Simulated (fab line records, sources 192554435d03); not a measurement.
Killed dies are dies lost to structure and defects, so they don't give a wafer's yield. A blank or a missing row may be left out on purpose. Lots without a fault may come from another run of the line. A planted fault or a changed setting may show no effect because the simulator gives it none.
fab line records | flow n5_finfet | part 2 of 2: steps 19 to 19 of 19
record lots=6 wafers=18 last_day=17
route steps=1938 shown FIN_SAQP@113 BEOL_M4@1111 PASSIVATION@1936
lots that met no fault: from a run of the same line without faults
start_h: hours from the record's first day to the start of the lot's first wafer shown | wait_h: hours since the lot's step before | " the same as in the row above | L1.1+2: a row that stands for several wafers | - no value, or no start given | * or withheld: withheld | < > ~ a bound
route shown NAME@n: a module of which the file shows steps, and the number in the route of the first | usual: mean/standard deviation of fault-free wafers | same: alike in all rows | chamber/n: place in a boat | sites: the reading at each site | _std_site: their standard deviation | _edge_site: outer sites' mean less inner sites' | radius_mm: how far each site lies from the wafer's centre | mask NAME#n: copy n | behind: the tool/chamber that last shaped the wafer | hold: why the lot was held/for how many hours/how that ended | device: the transistor (n, p or np) that didn't switch | end of line: the same wafers' tests at the end of the route | a step without rows: its recipe alone | killed: dies lost to structure and defects at the first sort, not the wafer's yield | map: a wafer's dies, x killed, . not, _ none there
set.NAME: the setting as run; set.NAME@STEP: as run at that earlier step | model.NAME: the simulator's own value behind a step, which no gauge read
lots at some steps of the route; a table a step, a row a wafer
services: from which hour (start_h, from the record's first day; less than 0 if before it) a tool's chamber was out of use, for how many hours, and why
## steps
# step N5_PASSIVATION_PROBE_49
# usual defect_limited_yield=91.4/1.4 killed_at_M0_to_M3=33/10 killed_at_M4_up=14/6.1 killed_at_contacts=14/6.1 killed_at_front_end=38/9.7 killed_at_other=3.1/2.9 killed_dies=102/17 killed_open=67/13 killed_short=32/8 sort_bin_4_leakage=0.00/0.051 sort_bin_5_function=5.1/0.94 sort_bin_6_memory=3.2/0.68 sort_bin_8_speed=0.02/0.17 sort_n_pass=1078/17 sort_yield_pct=91.3/1.5
# same gross_dies=1180 killed_at_back_side=0
# columns lot.wafer tool chamber start_h wait_h defect_limited_yield[%] killed_at_M0_to_M3 killed_at_M4_up killed_at_contacts killed_at_front_end killed_at_other killed_dies killed_open killed_short sort_bin_4_leakage[%] sort_bin_5_function[%] sort_bin_6_memory[%] sort_bin_8_speed[%] sort_n_pass sort_yield_pct[%]
L357.1 prober-02 - 313.42 0.0 91.4 25 9 18 49 0 101 69 30 0 4.7 3.6 0 1079 91.4
L357.4 prober-02 - 313.57 0.2 89.1 49 20 2 58 0 129 74 54 0 6.7 3.6 0 1051 89.1
L357.5 prober-02 - 313.62 0.2 91.6 29 7 17 44 2 99 64 34 0 5.5 2.7 0 1081 91.6
L358.1 prober-01 - 322.83 0.0 91.5 30 24 10 36 0 100 69 26 0 4.6 3.5 0 1080 91.5
L358.4 prober-01 - 322.98 0.2 92.2 27 17 12 32 4 92 60 29 0 4.3 3.1 0 1088 92.2
L358.6 prober-01 - 323.08 0.3 89.6 33 34 12 42 2 123 86 33 0 6.2 3.7 0 1057 89.6
L360.1 prober-02 - 342.02 0.0 92.4 25 13 12 39 1 90 49 40 0 4.8 2.4 0 1090 92.4
L360.3 prober-02 - 342.12 0.1 90.5 18 14 19 59 2 112 72 32 0 5.2 3.7 0 1068 90.5
L360.5 prober-02 - 342.22 0.2 91.8 27 19 5 44 2 97 59 33 0 4.7 3.1 0.08 1082 91.7
L370.2 prober-01 - 395.55 0.1 90.6 34 8 20 42 7 111 76 29 0 5.5 3.9 0 1069 90.6
L370.5 prober-01 - 395.70 0.2 92.5 38 11 10 26 3 88 56 29 0 4.0 2.8 0.08 1091 92.5
L370.6 prober-01 - 395.75 0.3 91.5 37 16 5 39 3 100 58 32 0 4.9 3.2 0 1080 91.5
L371.2 prober-01 - 408.23 0.1 93.4 26 9 12 29 2 78 53 23 0 3.7 2.6 0 1102 93.4
L371.3 prober-01 - 408.28 0.1 95.2 15 2 7 31 2 57 34 19 0.59 2.9 1.5 0 1116 94.6
L371.6 prober-01 - 408.43 0.3 94.7 23 7 3 29 1 63 45 17 0 3.1 1.9 0 1117 94.7
L373.1 prober-01 - 419.01 0.0 92.2 21 15 13 43 0 92 64 28 0 5.0 2.4 0 1088 92.2
L373.4 prober-01 - 419.16 0.2 91.2 41 11 9 40 3 104 65 36 0 4.6 3.5 0 1076 91.2
L373.6 prober-01 - 419.26 0.3 91.9 29 19 8 37 3 96 52 39 0 4.2 2.9 0.08 1084 91.9
# killed by level:class
L357.1 MOL_CONTACT_COAG:geometric_particle:open=14 STI_FIN_REVEAL:geometric_particle:open=10 FIN_SAQP:geometric_particle:short=8 FIN_SAQP:geometric_particle:open=6 ILD0:geometric_particle:open=6 BEOL_M0:geometric_particle:open=5 BEOL_M2:geometric_particle:open=5 GATE_CUT:geometric_particle:open=4
L357.4 FIN_SAQP:geometric_particle:short=26 BEOL_M3:geometric_particle:open=16 FIN_SAQP:geometric_particle:open=10 BEOL_M4:geometric_particle:open=9 STI_FIN_REVEAL:geometric_particle:open=7 BEOL_M2:geometric_particle:open=7 BEOL_M0_SAQP:geometric_particle:open=6 BEOL_M1:geometric_particle:open=5
L357.5 MOL_CONTACT_COAG:geometric_particle:open=13 FIN_SAQP:geometric_particle:short=11 BEOL_M2:geometric_particle:open=11 STI_FIN_REVEAL:geometric_particle:open=8 FIN_SAQP:geometric_particle:open=7 BEOL_M3:geometric_particle:open=7 GATE_CUT:geometric_particle:short=5 MOL_CONTACT_COAG:geometric_particle:short=4
L358.1 MOL_CONTACT_COAG:geometric_particle:open=9 BEOL_M4:geometric_particle:open=9 FIN_SAQP:geometric_particle:short=8 BEOL_M3:geometric_particle:open=8 BEOL_M1:geometric_particle:open=6 FIN_SAQP:geometric_particle:open=5 STI_FIN_REVEAL:geometric_particle:open=5 BEOL_M2:geometric_particle:open=5
L358.4 MOL_CONTACT_COAG:geometric_particle:open=10 BEOL_M3:geometric_particle:open=8 FIN_SAQP:geometric_particle:open=6 BEOL_M4:geometric_particle:open=6 STARTING-WAFER:geometric_particle:short=5 STI_FIN_REVEAL:geometric_particle:open=4 GATE_CUT:geometric_particle:short=4 BEOL_M0_SAQP:geometric_particle:short=4
L358.6 BEOL_M4:geometric_particle:open=22 MOL_CONTACT_COAG:geometric_particle:open=10 FIN_SAQP:geometric_particle:short=8 BEOL_M1:geometric_particle:open=7 STI_FIN_REVEAL:geometric_particle:open=7 BEOL_M0_SAQP:geometric_particle:open=7 FIN_SAQP:geometric_particle:open=6 BEOL_M0_SAQP:geometric_particle:short=5
L360.1 MOL_CONTACT_COAG:geometric_particle:open=9 BEOL_M4:geometric_particle:open=7 DUMMY_GATE:geometric_particle:open=6 GATE_CUT:geometric_particle:short=6 FIN_SAQP:geometric_particle:short=5 BEOL_M0_SAQP:geometric_particle:short=5 BEOL_M0_SAQP:geometric_particle:open=5 FIN_SAQP:geometric_particle:open=4
L360.3 STI_FIN_REVEAL:geometric_particle:open=14 MOL_CONTACT_COAG:geometric_particle:open=14 FIN_SAQP:geometric_particle:open=9 FIN_SAQP:geometric_particle:short=6 BEOL_M4:geometric_particle:open=6 GATE_CUT:geometric_particle:open=5 MOL_CONTACT_COAG:geometric_particle:short=5 BEOL_M1:geometric_particle:open=5
L360.5 FIN_SAQP:geometric_particle:open=13 GATE_CUT:geometric_particle:short=10 BEOL_M4:geometric_particle:open=9 BEOL_M0_SAQP:geometric_particle:open=6 MOL_CONTACT_COAG:geometric_particle:open=5 BEOL_M1:geometric_particle:open=5 BEOL_M0_SAQP:geometric_particle:short=4 BEOL_M4:geometric_particle:short=4
L370.2 MOL_CONTACT_COAG:geometric_particle:open=16 STI_FIN_REVEAL:geometric_particle:open=11 BEOL_M3:geometric_particle:open=8 BEOL_M4:geometric_particle:open=6 DUMMY_GATE:geometric_particle:open=6 BEOL_M1:geometric_particle:open=6 BEOL_M0:geometric_particle:open=6 FIN_CUT:area_etch=6
L370.5 BEOL_M1:geometric_particle:open=10 BEOL_M3:geometric_particle:open=9 MOL_CONTACT_COAG:geometric_particle:open=6 BEOL_M0_SAQP:geometric_particle:short=5 MOL_CONTACT_COAG:geometric_particle:short=4 BEOL_M4:geometric_particle:open=4 FIN_SAQP:geometric_particle:open=3 FIN_SAQP:geometric_particle:short=3
L370.6 FIN_SAQP:geometric_particle:short=9 BEOL_M0_SAQP:geometric_particle:open=9 FIN_CUT:area_etch=9 BEOL_M2:geometric_particle:open=8 BEOL_M4:geometric_particle:open=8 BEOL_M0_SAQP:geometric_particle:short=7 BEOL_M3:geometric_particle:short=6 STI_FIN_REVEAL:geometric_particle:open=5
L371.2 BEOL_M1:geometric_particle:open=12 MOL_CONTACT_COAG:geometric_particle:open=10 FIN_SAQP:geometric_particle:open=5 GATE_CUT:geometric_particle:short=5 BEOL_M2:geometric_particle:open=5 FIN_SAQP:geometric_particle:short=3 DUMMY_GATE:geometric_particle:open=3 ILD0:geometric_particle:open=3
L371.3 MOL_CONTACT_COAG:geometric_particle:open=6 FIN_SAQP:geometric_particle:open=5 STARTING-WAFER:geometric_particle:short=5 GATE_CUT:geometric_particle:short=4 BEOL_M2:geometric_particle:open=4 STARTING-WAFER:geometric_particle:open=4 DUMMY_GATE:geometric_particle:open=3 HKMG_FIN:area_etch=3
L371.6 FIN_SAQP:geometric_particle:open=9 STI_FIN_REVEAL:geometric_particle:open=9 BEOL_M2:geometric_particle:open=6 BEOL_M0_SAQP:geometric_particle:short=4 BEOL_M0_SAQP:geometric_particle:open=4 BEOL_M1:geometric_particle:open=4 DUMMY_GATE:geometric_particle:open=2 ILD0:geometric_particle:open=2
L373.1 FIN_SAQP:geometric_particle:open=12 BEOL_M4:geometric_particle:open=12 MOL_CONTACT_COAG:geometric_particle:open=9 FIN_SAQP:geometric_particle:short=7 BEOL_M1:geometric_particle:open=6 DUMMY_GATE:geometric_particle:open=5 ILD0:geometric_particle:open=5 BEOL_M0_SAQP:geometric_particle:open=5
L373.4 BEOL_M3:geometric_particle:open=15 FIN_SAQP:geometric_particle:open=8 STI_FIN_REVEAL:geometric_particle:open=7 BEOL_M1:geometric_particle:open=7 BEOL_M0_SAQP:geometric_particle:short=6 BEOL_M4:geometric_particle:open=6 FIN_SAQP:geometric_particle:short=5 MOL_CONTACT_COAG:geometric_particle:open=5
L373.6 FIN_SAQP:geometric_particle:short=13 BEOL_M1:geometric_particle:open=8 MOL_CONTACT_COAG:geometric_particle:open=6 BEOL_M1:geometric_particle:short=5 BEOL_M5:geometric_particle:open=5 STI_FIN_REVEAL:geometric_particle:open=4 DUMMY_GATE:geometric_particle:open=4 GATE_CUT:geometric_particle:short=4
## services
# columns tool chamber start_h hours kind
rie_diel-02 - 35.94 0.7 repair
rie_diel-01 2 43.46 8.9 repair
rie_diel-06 1 43.71 4.5 repair
rie_diel-06 - 47.01 29.9 repair
rie_si-02 - 47.42 14.6 pm
rie_diel-02 0 54.26 6.2 repair
ald_sin-03 - 68.18 1.6 repair
rie_si-02 0 68.90 1.9 repair
rie_diel-02 1 73.48 4.4 repair
rie_si-02 1 75.97 8.1 repair
rie_diel-01 - 76.56 0.5 repair
ald_sin-03 - 85.25 14.0 pm
vapor_etch-01 - 88.20 0.3 repair
rie_diel-02 2 91.30 - clean
rie_diel-02 2 91.30 - consumable_replace:focus_ring
rie_diel-02 2 91.30 27.5 scheduled_down
rie_diel-02 2 91.30 27.5 vent_cycle
vapor_etch-01 - 97.61 1.0 repair
rie_diel-06 0 99.42 8.1 repair
vapor_etch-02 1 106.35 2.3 repair
rie_si-03 - 121.76 14.6 pm
ald_sin-03 0 138.71 6.0 repair
rie_diel-06 - 140.11 2.3 repair
rie_diel-01 0 144.40 8.7 repair
